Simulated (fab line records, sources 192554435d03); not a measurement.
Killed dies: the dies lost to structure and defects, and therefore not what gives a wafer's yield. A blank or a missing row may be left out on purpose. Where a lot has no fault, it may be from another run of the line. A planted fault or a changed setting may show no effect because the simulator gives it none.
Lot-split experiment | flow n5Finfet | route with 1938 steps; 7 lots, 21 wafers read

## THE SPLIT
At N5_BEOL_M0_ETCH_138 (etches SiCN in CH3F/O2, target depth 12 nm, time 31.6 s), the setting biasW was moved away from the recipe's 75 W on 7 of the 21 wafers read, by -16.2% to +9.7%. The other wafers ran this setting at the recipe's value.

The split's own step is where the reading is taken.

## THE READING
rfVppV, in V, at N5_BEOL_M0_ETCH_138 (etches SiCN in CH3F/O2, target depth 12 nm, time 31.6 s). Fault-free wafers of this fab line usually give 297.5 V, standard deviation 1.6 V.

wafer  | tool, chamber at the split | biasW as run, W | against the recipe | rfVppV, V | against lot-mates on the recipe
L077.2 | rieDiel-03, 2              | 75              | recipe             | 298.2     | -
L077.3 | rieDiel-03, 3              | 75              | recipe             | 296.8     | -
L077.5 | rieDiel-03, 2              | 75              | recipe             | 295.9     | -
L078.2 | rieDiel-01, 0              | 68.98           | -8.0%              | 284.0     | -15.2
L078.3 | rieDiel-01, 1              | 68.98           | -8.0%              | 282.8     | -16.4
L078.5 | rieDiel-01, 2              | 75              | recipe             | 299.2     | -
L079.3 | rieDiel-05, 0              | 75              | recipe             | 298.2     | -
L079.4 | rieDiel-05, 2              | 75              | recipe             | 295.6     | -
L079.6 | rieDiel-05, 2              | 75              | recipe             | 295.7     | -
L080.2 | rieDiel-05, 0              | 75              | recipe             | 297.4     | -
L080.3 | rieDiel-05, 2              | 62.88           | -16.2%             | 263.5     | -33.9
L080.4 | rieDiel-05, 1              | 62.88           | -16.2%             | 264.4     | -33.0
L086.1 | rieDiel-03, 3              | 75              | recipe             | 296.2     | -
L086.2 | rieDiel-03, 0              | 75              | recipe             | 298.7     | -
L086.3 | rieDiel-03, 1              | 75              | recipe             | 297.4     | -
L090.3 | rieDiel-03, 2              | 79.68           | +6.2%              | 307.3     | +11.6
L090.5 | rieDiel-03, 2              | 75              | recipe             | 295.7     | -
L090.6 | rieDiel-03, 3              | 79.68           | +6.2%              | 307.5     | +11.8
L091.1 | rieDiel-05, 1              | 75              | recipe             | 296.1     | -
L091.4 | rieDiel-05, 3              | 82.25           | +9.7%              | 315.3     | +19.1
L091.6 | rieDiel-05, 1              | 75              | recipe             | 296.4     | -

THE FIT
A straight line over all 21 wafers: rfVppV changes by +1.93 V for each +1% of biasW; r = +0.99; the points scatter about the line by 1.4 V.
The same after taking each lot's own level away (the mean of its wafers on the recipe; 21 wafers): +2.02 V for each +1%; r = +1.00; scatter 0.87 V.
That fit puts the effect of the largest move of biasW on the reading at 33 V.
The lots' own levels span 295.70 to 299.20 V, that is 2.2 times the standard deviation above.
Consequently the slope shifts little with the lot-to-lot level, the two slopes agreeing.
Check: for one of the wafers moved furthest among these (-16.2%), held out of the fit, the line's prediction against its lot-mates is -32.2 V. It came out at -33.9 V against them.
Tool readings at the split's step, against how far the setting was moved: rfVppV r = +0.99.

## OTHER SPLITS APPLIED TO THESE WAFERS
These wafers also went through other splits before the reading. Each is held against what the fit with the lots' levels taken away leaves over:
other split on the same wafers  | wafers away from the commonest value | r with rfVppV (lot level and that fit taken away)
N5_BEOL_M0_SAQP_COAT_81 spinRpm | 8                                    | -0.24

## THE FILE'S OWN FIT
rfVppV changes by +2.02 V for each +1% of biasW, r = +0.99.
